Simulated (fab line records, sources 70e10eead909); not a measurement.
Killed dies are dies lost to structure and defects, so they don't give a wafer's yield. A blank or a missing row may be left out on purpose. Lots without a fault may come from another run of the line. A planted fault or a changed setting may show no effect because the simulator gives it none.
One fault seen from 2 desks | flow nand_harc | each desk has only its own numbers; what lay behind them comes last

THE TOOL OWNER'S DESK: cmp-03
The tool's own readings at NHARC_P_CONTACT_CMP_24 (polishes, t overpolish 30 s, target thk 200 nm): means of the sampled wafers that have a number, for each lot that ran on this tool. A lot is out of limits, marked OUT, if its mean lies more than 4 standard deviations from the usual mean; the brackets give that distance.
Columns: A = edge_zone_pressure_frac at NHARC_P_CONTACT_CMP_24, usual 1.000; B = motor_current_A at NHARC_P_CONTACT_CMP_24, usual 12.7 A; C = overpolish_run_s at NHARC_P_CONTACT_CMP_24, usual 30.000 s; D = time_to_endpoint_s at NHARC_P_CONTACT_CMP_24, usual 41 s
lot  | first seen here | A     | B    | C      | D
L400 | day 6 07:20     | 0.997 | 14.0 | 30.002 | 40
L405 | day 8 14:30     | 0.999 | 12.9 | 29.996 | 38
L410 | day 10 17:05    | 1.003 | 13.3 | 30.000 | 41
L419 | day 14 07:08    | 0.998 | 13.3 | 30.002 | 39
L421 | day 14 19:36    | 0.995 | 12.6 | 29.989 | 35
L420 | day 14 19:49    | 1.001 | 13.5 | 29.996 | 37
This desk's finding: nothing out of limits on any of the 6 lots.

THE DEFECT DESK
What the inspections along the route counted, lot by lot: means of the sampled wafers that have a number. A lot is out of limits, marked OUT, if its mean lies more than 4 standard deviations from the usual mean; the brackets give that distance.
Columns: A = raw_defect_count at NHARC_P_M0_INSPECT_11, usual 4.5
lot  | first seen here | A
L400 | day 6 08:44     | 4.7
L401 | day 6 18:56     | 5.7
L402 | day 7 11:19     | 5.7
L404 | day 7 23:05     | 4.7
L405 | day 8 15:53     | 3.0
L408 | day 10 02:46    | 2.7
L410 | day 10 18:29    | 104.0 (+40) OUT
L417 | day 13 22:59    | 4.3
L418 | day 14 04:12    | 6.3
L419 | day 14 08:34    | 3.3
L421 | day 14 21:02    | 3.7
L420 | day 14 21:16    | 5.7
L422 | day 15 14:37    | 6.3
This desk's finding: out of limits on L410; first on L410, day 10 18:29 (raw_defect_count at NHARC_P_M0_INSPECT_11). In limits: L400, L401, L402, L404, L405, L408, L417, L418, L419, L421, L420, L422.

PUT TOGETHER
The defect desk could have raised an alarm at day 10 18:29, on L410.
The tool owner's desk saw nothing out of limits.
The tool owner's desk has L410 on record, within its limits.
Of the lots named, all ran NHARC_P_CONTACT_CMP_24 on cmp-03.

WHAT THE SIMULATOR HAD PUT IN
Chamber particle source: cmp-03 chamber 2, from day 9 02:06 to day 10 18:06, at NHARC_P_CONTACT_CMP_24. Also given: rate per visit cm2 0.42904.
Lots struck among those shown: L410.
Hours from the fault's start to each desk's first reading out of limits: the defect desk, 40.
